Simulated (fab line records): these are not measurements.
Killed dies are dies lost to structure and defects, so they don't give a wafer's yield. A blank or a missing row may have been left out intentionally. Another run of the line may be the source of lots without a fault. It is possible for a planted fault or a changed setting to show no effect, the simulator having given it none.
The tool behind it: which one? / flow nand harc / Sampling: 11 lots, 33 wafers, 2 of 1302 route steps

== WHAT THE GAUGES SHOWED, per wafer ==
NHARC_A_M0_INSPECT_27.
lot=L458; measured=day 23 21:55; on=defect inspect-02; raw defect count=602 557 634
lot=L461; measured=day 24 17:45; on=defect inspect-02; raw defect count=529 585 551
lot=L460; measured=day 24 21:27; on=defect inspect-02; raw defect count=520 502 553
lot=L468; measured=day 27 22:15; on=defect inspect-02; raw defect count=574 457 527
lot=L467; measured=day 28 07:41; on=defect inspect-01; raw defect count=291 441 390
lot=L466; measured=day 28 17:00; on=defect inspect-01; raw defect count=464 531 495
lot=L473; measured=day 28 23:18; on=defect inspect-01; raw defect count=563 644 432
lot=L475; measured=day 30 09:02; on=defect inspect-02; raw defect count=654 557 1057
lot=L474; measured=day 30 11:35; on=defect inspect-01; raw defect count=571 502 648
lot=L478; measured=day 32 10:44; on=defect inspect-01; raw defect count=578 567 594
lot=L479; measured=day 32 14:57; on=defect inspect-01; raw defect count=349 365 373

== EACH LOT AND THE TOOL THAT RAN IT (in order: tool; ch and the chambers of the sampled wafers; start) ==
lot=L458; NHARC_A_M0_ETCH_34=rie diel-13 ch 0,1,3, day 23 19:04
lot=L461; NHARC_A_M0_ETCH_34=rie diel-04 ch 0,2,3, day 24 15:16
lot=L460; NHARC_A_M0_ETCH_34=rie diel-13 ch 2,3, day 24 19:03
lot=L468; NHARC_A_M0_ETCH_34=rie diel-04 ch 0,1,3, day 27 19:52
lot=L467; NHARC_A_M0_ETCH_34=rie diel-13 ch 0,1,2, day 28 05:14
lot=L466; NHARC_A_M0_ETCH_34=rie diel-04 ch 0,1,3, day 28 14:34
lot=L473; NHARC_A_M0_ETCH_34=rie diel-13 ch 0,2,3, day 28 20:55
lot=L475; NHARC_A_M0_ETCH_34=rie diel-06 ch 0,3, day 30 06:39
lot=L474; NHARC_A_M0_ETCH_34=rie diel-13 ch 0,2,3, day 30 09:11
lot=L478; NHARC_A_M0_ETCH_34=rie diel-13 ch 1,3, day 32 08:19
lot=L479; NHARC_A_M0_ETCH_34=rie diel-06 ch 0,1,3, day 32 12:32
- NHARC_A_M0_ETCH_34: etches the open film in N2/H2, target depth 40 nm, overetch 12 nm, time 43.94 s.

== THE ANSWER, worked out from the rows above alone ==
Rule: the usual values come from the lots themselves. Put in order of their means at a reading, lots are off if they are a third of the lots or fewer, leave a main group of 4 or more, and stand apart from it by a gap of 3 or more times the standard deviation of the main group's means; of several such gaps the widest counts. If all means in a main group match to the digits the tables above print for the reading, that group is not used. A lot without any number at a reading at which 4 lots or more have one is off too. Where the step has rows for the other lots, those lots are counted as sound.
None of the lots is off at any reading shown; this tells nothing.

== WHAT THE SIMULATOR PUT IN ==
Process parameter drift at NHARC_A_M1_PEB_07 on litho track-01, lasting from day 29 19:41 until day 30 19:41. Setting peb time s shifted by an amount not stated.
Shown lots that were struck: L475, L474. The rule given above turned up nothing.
